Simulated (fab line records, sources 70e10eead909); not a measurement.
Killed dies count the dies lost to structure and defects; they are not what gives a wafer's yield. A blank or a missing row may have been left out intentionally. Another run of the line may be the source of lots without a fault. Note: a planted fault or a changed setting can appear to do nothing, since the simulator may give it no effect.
The tool behind it: which one? | flow nand_harc | 72 wafers from 24 lots sampled at 6 of the route's 1302 steps

== WHAT EACH GAUGE READ, for each wafer ==
The record holds no reading of a measuring or inspecting step that can be judged against a usual standard deviation.

== TOOL THAT RAN EACH LOT (tool first, then ch and the chambers of the sampled wafers, then the start) ==
lot  | NHARC_A_STAIRCASE_HM_DEP_456  | NHARC_A_STAIRCASE_HM_OPEN_457                 | NHARC_A_STAIRCASE_ETCH_273                    | NHARC_A_STAIRCASE_ETCHBACK_416                | NHARC_A_STAIRCASE_CMP_152     | NHARC_A_STAIRCASE_DEP_471
L075 | acl_dep-02 ch 0, day 17 02:56 | rie_diel-02 ch 2,3, day 19 20:32 or earlier   | rie_diel-02 ch 1,2, day 19 20:32 or earlier   | rie_diel-06 ch 1,2, day 19 20:32 or earlier   | cmp-02 ch 0,3, day 19 20:32   | pecvd-02 ch 1,2, day 19 21:38
L076 | acl_dep-03 ch 0, day 17 02:58 | rie_diel-03 ch 0,3, day 19 20:48 or earlier   | rie_diel-03 ch 0,2,3, day 19 20:48 or earlier | rie_diel-02 ch 0,1, day 19 20:48 or earlier   | cmp-04 ch 0,3, day 19 20:48   | pecvd-02 ch 1,2, day 19 22:05
L074 | acl_dep-02 ch 0, day 17 04:26 | rie_diel-03 ch 0,1,3, day 19 21:05 or earlier | rie_diel-03 ch 0,2, day 19 21:05 or earlier   | rie_diel-06 ch 0,2, day 19 21:05 or earlier   | cmp-01 ch 0,3, day 19 21:05   | pecvd-03 ch 1,2, day 19 22:13
L079 | acl_dep-01 ch 0, day 18 03:04 | rie_diel-03 ch 0,1,2, day 20 18:58 or earlier | rie_diel-03 ch 1,2,3, day 20 18:58 or earlier | rie_diel-02 ch 0,2,3, day 20 18:58 or earlier | cmp-02 ch 0,1,2, day 20 18:58 | pecvd-03 ch 0,1,2, day 20 20:07
L078 | acl_dep-02 ch 0, day 18 04:11 | rie_diel-06 ch 0,3, day 20 18:33 or earlier   | rie_diel-06 ch 0,2,3, day 20 18:33 or earlier | rie_diel-06 ch 0,1, day 20 18:33 or earlier   | cmp-01 ch 0,2,3, day 20 18:33 | pecvd-04 ch 1,2, day 20 19:47
L077 | acl_dep-03 ch 0, day 18 04:55 | rie_diel-03 ch 1,2, day 20 18:47 or earlier   | rie_diel-03 ch 2,3, day 20 18:47 or earlier   | rie_diel-02 ch 0,3, day 20 18:47 or earlier   | cmp-02 ch 0,3, day 20 18:47   | pecvd-03 ch 0,1, day 20 19:54
L080 | acl_dep-02 ch 0, day 18 15:54 | rie_diel-06 ch 0,3, day 21 10:49 or earlier   | rie_diel-06 ch 0,3, day 21 10:49 or earlier   | rie_diel-03 ch 1,2,3, day 21 10:49 or earlier | cmp-04 ch 0,1,3, day 21 10:49 | pecvd-03 ch 0,1,2, day 21 12:17
L081 | acl_dep-02 ch 0, day 18 18:44 | rie_diel-03 ch 0,2,3, day 21 09:53 or earlier | rie_diel-03 ch 0,2, day 21 09:53 or earlier   | rie_diel-02 ch 1,3, day 21 09:53 or earlier   | cmp-04 ch 1,3, day 21 09:53   | pecvd-03 ch 0,1,2, day 21 11:22
L082 | acl_dep-01 ch 0, day 18 22:56 | rie_diel-03 ch 0,1, day 21 13:12 or earlier   | rie_diel-03 ch 0,2,3, day 21 13:12 or earlier | rie_diel-02 ch 1,2,3, day 21 13:12 or earlier | cmp-04 ch 0,2, day 21 13:12   | pecvd-04 ch 0,1,2, day 21 14:22
L084 | acl_dep-03 ch 0, day 20 10:48 | rie_diel-03 ch 1,3, day 21 18:15 or earlier   | rie_diel-03 ch 1,3, day 21 18:15 or earlier   | rie_diel-03 ch 0,2, day 21 18:15              | cmp-01 ch 0,1,3, day 23 17:19 | pecvd-03 ch 1,2, day 23 18:25
L083 | acl_dep-01 ch 0, day 20 11:55 | rie_diel-06 ch 0,3, day 23 04:38 or earlier   | rie_diel-06 ch 2,3, day 23 04:38 or earlier   | rie_diel-03 ch 1,3, day 23 04:38 or earlier   | cmp-04 ch 1,2,3, day 23 04:38 | pecvd-04 ch 0,2, day 23 05:54
L086 | acl_dep-01 ch 0, day 21 02:39 | rie_diel-02 ch 1,2,3, day 24 00:17 or earlier | rie_diel-02 ch 0,1,3, day 24 00:17 or earlier | rie_diel-06 ch 0,2,3, day 24 00:17 or earlier | cmp-04 ch 0,1,3, day 24 00:17 | pecvd-02 ch 1,2, day 24 01:30
L085 | acl_dep-02 ch 0, day 21 05:06 | rie_diel-03 ch 2,3, day 24 00:13 or earlier   | rie_diel-03 ch 1,2,3, day 24 00:13 or earlier | rie_diel-06 ch 1,2,3, day 24 00:13 or earlier | cmp-01 ch 0,1,3, day 24 00:13 | pecvd-04 ch 0,2, day 24 01:20
L087 | acl_dep-01 ch 0, day 22 05:12 | rie_diel-06 ch 1,2,3, day 24 21:45 or earlier | rie_diel-06 ch 0,2,3, day 24 21:45 or earlier | rie_diel-06 ch 0,1, day 24 21:45 or earlier   | cmp-02 ch 0,3, day 24 21:45   | pecvd-02 ch 0,1,2, day 24 22:57
L088 | acl_dep-03 ch 0, day 22 14:08 | rie_diel-06 ch 0,1, day 25 09:08 or earlier   | rie_diel-06 ch 1,2, day 25 09:08 or earlier   | rie_diel-06 ch 0,1,3, day 25 09:08 or earlier | cmp-01 ch 1,2,3, day 25 09:08 | pecvd-02 ch 1,2, day 25 10:22
L089 | acl_dep-02 ch 0, day 22 14:40 | rie_diel-06 ch 1,2, day 25 09:17 or earlier   | rie_diel-06 ch 0,1, day 25 09:17 or earlier   | rie_diel-06 ch 0,1,2, day 25 09:17 or earlier | cmp-04 ch 0,2, day 25 09:17   | pecvd-02 ch 1,2, day 25 10:30
L090 | acl_dep-01 ch 0, day 23 15:56 | rie_diel-06 ch 0,1,2, day 26 18:20 or earlier | rie_diel-06 ch 0,1,2, day 26 18:20 or earlier | rie_diel-03 ch 2,3, day 26 18:20 or earlier   | cmp-04 ch 1,2, day 26 18:20   | pecvd-02 ch 1,2, day 26 19:26
L092 | acl_dep-02 ch 0, day 23 23:45 | rie_diel-06 ch 0,1,2, day 27 04:35 or earlier | rie_diel-06 ch 1,2,3, day 27 04:35 or earlier | rie_diel-03 ch 0,3, day 27 04:35 or earlier   | cmp-04 ch 0,1,2, day 27 04:35 | pecvd-02 ch 0,1,2, day 27 05:46
L091 | acl_dep-03 ch 0, day 24 02:46 | rie_diel-06 ch 1,2,3, day 27 04:28 or earlier | rie_diel-06 ch 1,2,3, day 27 04:28 or earlier | rie_diel-06 ch 0,2,3, day 27 04:28 or earlier | cmp-01 ch 1,2,3, day 27 04:28 | pecvd-03 ch 0,1,2, day 27 05:33
L093 | acl_dep-03 ch 0, day 24 11:14 | rie_diel-02 ch 2,3, day 27 10:59 or earlier   | rie_diel-02 ch 0,2,3, day 27 10:59 or earlier | rie_diel-03 ch 2,3, day 27 10:59 or earlier   | cmp-01 ch 0,2,3, day 27 10:59 | pecvd-02 ch 1,2, day 27 12:07
L094 | acl_dep-01 ch 0, day 25 00:11 | rie_diel-06 ch 0,1,3, day 27 10:59 or earlier | rie_diel-06 ch 0,2,3, day 27 10:59 or earlier | rie_diel-06 ch 0,1,3, day 27 10:59 or earlier | cmp-04 ch 0,2,3, day 27 10:59 | pecvd-02 ch 0,1, day 27 12:17
L096 | acl_dep-03 ch 0, day 25 09:50 | rie_diel-03 ch 0,2,3, day 28 01:33 or earlier | rie_diel-03 ch 0,1,3, day 28 01:33 or earlier | rie_diel-06 ch 1,2,3, day 28 01:33 or earlier | cmp-01 ch 1,2,3, day 28 01:33 | pecvd-03 ch 1,2, day 28 02:39
L095 | acl_dep-03 ch 0, day 25 14:04 | rie_diel-03 ch 1,2, day 28 04:31 or earlier   | rie_diel-03 ch 0,1,3, day 28 04:31 or earlier | rie_diel-03 ch 1,2,3, day 28 04:31 or earlier | cmp-02 ch 0,1, day 28 04:31   | pecvd-03 ch 0,1, day 28 05:40
L097 | acl_dep-01 ch 0, day 25 18:25 | rie_diel-02 ch 0,1,2, day 28 10:31 or earlier | rie_diel-02 ch 0,2,3, day 28 10:31 or earlier | rie_diel-06 ch 1,2, day 28 10:31 or earlier   | cmp-04 ch 2,3, day 28 10:31   | pecvd-04 ch 1,2, day 28 11:40
- NHARC_A_STAIRCASE_HM_DEP_456: deposits aC, target thk 3100 nm.
- NHARC_A_STAIRCASE_HM_OPEN_457: chemistry O2/COS.
- NHARC_A_STAIRCASE_ETCH_273: etches the open film in C4F8/O2/Ar, target depth 10200 nm, time 2468.6 s.
- NHARC_A_STAIRCASE_ETCHBACK_416: etches the open film in C4F8/O2/Ar, target depth 36 nm, time 7.2 s.
- NHARC_A_STAIRCASE_CMP_152: polishes.
- NHARC_A_STAIRCASE_DEP_471: deposits SiO2, target thk 100 nm.

== AS READ BY THE TOOLS THEMSELVES (means over the sampled wafers that have a number; for cases with no such wafer, the mark the record gives instead) ==
NHARC_A_STAIRCASE_HM_DEP_456. Usual: throttle_valve_pct 35.000 %, standard deviation 0.0088.
lot  | tool       | throttle_valve_pct (%) | flag
L075 | acl_dep-02 | 35.000                 |
L076 | acl_dep-03 | 35.002                 |
L074 | acl_dep-02 | 34.992                 |
L079 | acl_dep-01 | 34.991                 |
L078 | acl_dep-02 | 35.000                 |
L077 | acl_dep-03 | 35.007                 |
L080 | acl_dep-02 | 35.002                 |
L081 | acl_dep-02 | 34.999                 |
L082 | acl_dep-01 | 35.000                 |
L084 | acl_dep-03 | 34.992                 |
L083 | acl_dep-01 | 34.993                 |
L086 | acl_dep-01 | 34.995                 |
L085 | acl_dep-02 | 35.000                 |
L087 | acl_dep-01 | 35.001                 |
L088 | acl_dep-03 | 35.002                 |
L089 | acl_dep-02 | 35.007                 |
L090 | acl_dep-01 | 35.001                 |
L092 | acl_dep-02 | 34.983                 |
L091 | acl_dep-03 | 35.004                 |
L093 | acl_dep-03 | 35.000                 |
L094 | acl_dep-01 | 35.000                 |
L096 | acl_dep-03 | 34.996                 |
L095 | acl_dep-03 | 35.002                 |
L097 | acl_dep-01 | 35.003                 |

NHARC_A_STAIRCASE_HM_OPEN_457. Usual: drypump_motor_current_A 5.48 A, standard deviation 0.28; o2_flow_sccm 399.7 sccm, standard deviation 1.1; oes_product_au 0.999 a.u., standard deviation 0.012; rf_vpp_V 468 V, standard deviation 3; showerhead_plenum_p_Torr 3.15 Torr, standard deviation 0.14; throttle_valve_pct 28.331 %, standard deviation 0.0094.
lot  | tool        | drypump_motor_current_A (A) | o2_flow_sccm (sccm) | oes_product_au (a.u.) | rf_vpp_V (V) | showerhead_plenum_p_Torr (Torr) | throttle_valve_pct (%) | flag
L075 | rie_diel-02 | 5.45                        | 399.3               | 1.007                 | 468          | 3.18                            | 28.323                 |
L076 | rie_diel-03 | 5.48                        | 400.2               | 1.006                 | 465          | 3.04                            | 28.337                 |
L074 | rie_diel-03 | 5.56                        | 399.8               | 1.006                 | 467          | 3.11                            | 28.328                 |
L079 | rie_diel-03 | 5.49                        | 399.0               | 1.008                 | 468          | 3.14                            | 28.335                 |
L078 | rie_diel-06 | 5.32                        | 399.7               | 0.998                 | 470          | 3.28                            | 28.325                 |
L077 | rie_diel-03 | 5.52                        | 402.0               | 1.013                 | 469          | 3.22                            | 28.327                 |
L080 | rie_diel-06 | 5.61                        | 399.3               | 0.988                 | 468          | 3.22                            | 28.325                 |
L081 | rie_diel-03 | 5.42                        | 399.9               | 1.008                 | 465          | 3.05                            | 28.331                 |
L082 | rie_diel-03 | 5.63                        | 399.3               | 0.999                 | 468          | 3.19                            | 28.327                 |
L084 | rie_diel-03 | 5.76                        | 399.7               | 0.990                 | 469          | 3.25                            | 28.334                 |
L083 | rie_diel-06 | 5.32                        | 400.0               | 0.991                 | 470          | 3.27                            | 28.328                 |
L086 | rie_diel-02 | 5.55                        | 399.7               | 1.004                 | 470          | 3.24                            | 28.321                 |
L085 | rie_diel-03 | 5.47                        | 399.2               | 1.002                 | 467          | 3.13                            | 28.337                 |
L087 | rie_diel-06 | 5.56                        | 400.6               | 0.995                 | 466          | 3.08                            | 28.343                 |
L088 | rie_diel-06 | 5.20                        | 399.4               | 0.999                 | 468          | 3.15                            | 28.338                 |
L089 | rie_diel-06 | 5.33                        | 399.5               | 0.996                 | 466          | 3.05                            | 28.330                 |
L090 | rie_diel-06 | 5.24                        | 399.1               | 1.000                 | 467          | 3.12                            | 28.333                 |
L092 | rie_diel-06 | 5.24                        | 400.5               | 0.995                 | 467          | 3.12                            | 28.326                 |
L091 | rie_diel-06 | 5.53                        | 399.2               | 1.001                 | 466          | 3.07                            | 28.320                 |
L093 | rie_diel-02 | 5.67                        | 400.4               | 1.005                 | 469          | 3.17                            | 28.329                 |
L094 | rie_diel-06 | 5.42                        | 399.7               | 0.990                 | 467          | 3.17                            | 28.334                 |
L096 | rie_diel-03 | 5.43                        | 398.6               | 0.990                 | 468          | 3.18                            | 28.325                 |
L095 | rie_diel-03 | 5.72                        | 399.1               | 0.997                 | 470          | 3.25                            | 28.341                 |
L097 | rie_diel-02 | 5.73                        | 399.1               | 1.003                 | 470          | 3.30                            | 28.327                 |

NHARC_A_STAIRCASE_ETCH_273. Usual: oes_product_au 0.935 a.u., standard deviation 0.012; rf_vpp_V 1828 V, standard deviation 12.
lot  | tool        | oes_product_au (a.u.) | rf_vpp_V (V) | flag
L075 | rie_diel-02 | 0.931                 | 1818         |
L076 | rie_diel-03 | 0.931                 | 1822         |
L074 | rie_diel-03 | 0.940                 | 1816         |
L079 | rie_diel-03 | 0.935                 | 1833         |
L078 | rie_diel-06 | 0.930                 | 1831         |
L077 | rie_diel-03 | 0.951                 | 1828         |
L080 | rie_diel-06 | 0.945                 | 1838         |
L081 | rie_diel-03 | 0.947                 | 1823         |
L082 | rie_diel-03 | 0.952                 | 1821         |
L084 | rie_diel-03 | 0.931                 | 1837         |
L083 | rie_diel-06 | 0.933                 | 1825         |
L086 | rie_diel-02 | 0.933                 | 1827         |
L085 | rie_diel-03 | 0.934                 | 1832         |
L087 | rie_diel-06 | 0.932                 | 1830         |
L088 | rie_diel-06 | 0.929                 | 1820         |
L089 | rie_diel-06 | 0.923                 | 1836         |
L090 | rie_diel-06 | 0.926                 | 1827         |
L092 | rie_diel-06 | 0.923                 | 1822         |
L091 | rie_diel-06 | 0.933                 | 1823         |
L093 | rie_diel-02 | 0.946                 | 1823         |
L094 | rie_diel-06 | 0.926                 | 1828         |
L096 | rie_diel-03 | 0.940                 | 1837         |
L095 | rie_diel-03 | 0.938                 | 1836         |
L097 | rie_diel-02 | 0.928                 | 1835         |

NHARC_A_STAIRCASE_ETCHBACK_416. Usual: oes_product_au 0.932 a.u., standard deviation 0.027; rf_vpp_V 724 V, standard deviation 4.5.
lot  | tool        | oes_product_au (a.u.) | rf_vpp_V (V) | flag
L075 | rie_diel-06 | 0.905                 | 720          |
L076 | rie_diel-02 | 0.989                 | 721          |
L074 | rie_diel-06 | 0.917                 | 723          |
L079 | rie_diel-02 | 0.930                 | 723          |
L078 | rie_diel-06 | 0.920                 | 727          |
L077 | rie_diel-02 | 0.999                 | 722          |
L080 | rie_diel-03 | 0.937                 | 726          |
L081 | rie_diel-02 | 0.921                 | 729          |
L082 | rie_diel-02 | 0.936                 | 727          |
L084 | rie_diel-03 | 0.918                 | 726          |
L083 | rie_diel-03 | 0.922                 | 727          |
L086 | rie_diel-06 | 0.990                 | 724          |
L085 | rie_diel-06 | 0.925                 | 722          |
L087 | rie_diel-06 | 0.913                 | 725          |
L088 | rie_diel-06 | 0.920                 | 725          |
L089 | rie_diel-06 | 0.928                 | 723          |
L090 | rie_diel-03 | 0.935                 | 723          |
L092 | rie_diel-03 | 0.909                 | 728          |
L091 | rie_diel-06 | 0.921                 | 724          |
L093 | rie_diel-03 | 0.931                 | 723          |
L094 | rie_diel-06 | 0.918                 | 724          |
L096 | rie_diel-06 | 0.926                 | 723          |
L095 | rie_diel-03 | 0.928                 | 725          |
L097 | rie_diel-06 | 0.926                 | 720          |

NHARC_A_STAIRCASE_CMP_152. Usual: edge_zone_pressure_frac 1.000, standard deviation 0.0046; motor_current_A 12.2 A, standard deviation 1.3; pad_life_wafers 187, standard deviation 110; retaining_ring_pressure_frac 1.000, standard deviation 0.0049.
lot  | tool   | edge_zone_pressure_frac | motor_current_A (A) | pad_life_wafers | retaining_ring_pressure_frac | flag
L075 | cmp-02 | 1.000                   | 11.2                | 37              | 0.998                        |
L076 | cmp-04 | 1.002                   | 12.8                | 162             | 0.996                        |
L074 | cmp-01 | 1.002                   | 13.6                | 294             | 1.002                        |
L079 | cmp-02 | 1.003                   | 12.1                | 145             | 1.003                        |
L078 | cmp-01 | 1.001                   | 13.0                | 386             | 0.996                        |
L077 | cmp-02 | 1.003                   | 11.5                | 134             | 1.000                        |
L080 | cmp-04 | 0.997                   | 12.4                | 343             | 1.001                        |
L081 | cmp-04 | 0.996                   | 13.6                | 332             | 1.003                        |
L082 | cmp-04 | 1.002                   | 11.4                | 361             | 1.003                        |
L084 | cmp-01 | 0.993                   | 12.7                | 230             | 1.002                        |
L083 | cmp-04 | 0.997                   | 12.8                | 62              | 1.001                        |
L086 | cmp-04 | 0.997                   | 12.3                | 145             | 1.001                        |
L085 | cmp-01 | 1.000                   | 12.2                | 260             | 1.004                        |
L087 | cmp-02 | 1.003                   | 11.3                | 146             | 1.005                        |
L088 | cmp-01 | 1.002                   | 12.6                | 14              | 0.999                        |
L089 | cmp-04 | 1.003                   | 12.1                | 283             | 0.999                        |
L090 | cmp-04 | 1.000                   | 13.3                | 36              | 1.001                        |
L092 | cmp-04 | 0.995                   | 12.5                | 80              | 1.000                        |
L091 | cmp-01 | 1.003                   | 12.5                | 170             | 0.997                        |
L093 | cmp-01 | 0.999                   | 13.0                | 200             | 0.997                        |
L094 | cmp-04 | 1.001                   | 12.4                | 110             | 0.999                        |
L096 | cmp-01 | 0.998                   | 12.5                | 283             | 1.008                        |
L095 | cmp-02 | 1.001                   | 11.6                | 48              | 1.004                        |
L097 | cmp-04 | 0.999                   | 13.5                | 218             | 1.003                        |

NHARC_A_STAIRCASE_DEP_471. Usual: heater_power_w 546 W, standard deviation 74; throttle_valve_pct 15.8 %, standard deviation 0.53.
lot  | tool     | heater_power_w (W) | throttle_valve_pct (%) | flag
L075 | pecvd-02 | 594                | 15.7                   |
L076 | pecvd-02 | 611                | 15.7                   |
L074 | pecvd-03 | 610                | 16.1                   |
L079 | pecvd-03 | 472                | 15.9                   |
L078 | pecvd-04 | 486                | 15.8                   |
L077 | pecvd-03 | 552                | 15.5                   |
L080 | pecvd-03 | 449                | 15.8                   |
L081 | pecvd-03 | 547                | 15.8                   |
L082 | pecvd-04 | 525                | 16.0                   |
L084 | pecvd-03 | 486                | 16.3                   |
L083 | pecvd-04 | 475                | 16.3                   |
L086 | pecvd-02 | 595                | 15.6                   |
L085 | pecvd-04 | 486                | 16.6                   |
L087 | pecvd-02 | 625                | 16.0                   |
L088 | pecvd-02 | 614                | 15.8                   |
L089 | pecvd-02 | 577                | 15.6                   |
L090 | pecvd-02 | 571                | 15.3                   |
L092 | pecvd-02 | 619                | 15.6                   |
L091 | pecvd-03 | 489                | 15.6                   |
L093 | pecvd-02 | 592                | 15.4                   |
L094 | pecvd-02 | 603                | 16.1                   |
L096 | pecvd-03 | 580                | 16.1                   |
L095 | pecvd-03 | 478                | 15.4                   |
L097 | pecvd-04 | 558                | 15.5                   |

== THE ANSWER, worked out from the rows above alone ==
Rule: lot off if the mean of its wafers having a number is beyond 3 standard deviations from the usual mean. Also off: a lot with no number at a reading for which 4 or more lots have one. All remaining lots with rows at the step are treated as sound. After the gauges, taken in route order, come the tools' own readings; for these a lot's mean is taken, as printed above. At the first step where some lot is off, the reading lying furthest off is the one used; lots without a number count as furthest.
No lot is off at any reading shown: from this, nothing can be told.

== WHAT WAS PUT IN BY THE SIMULATOR ==
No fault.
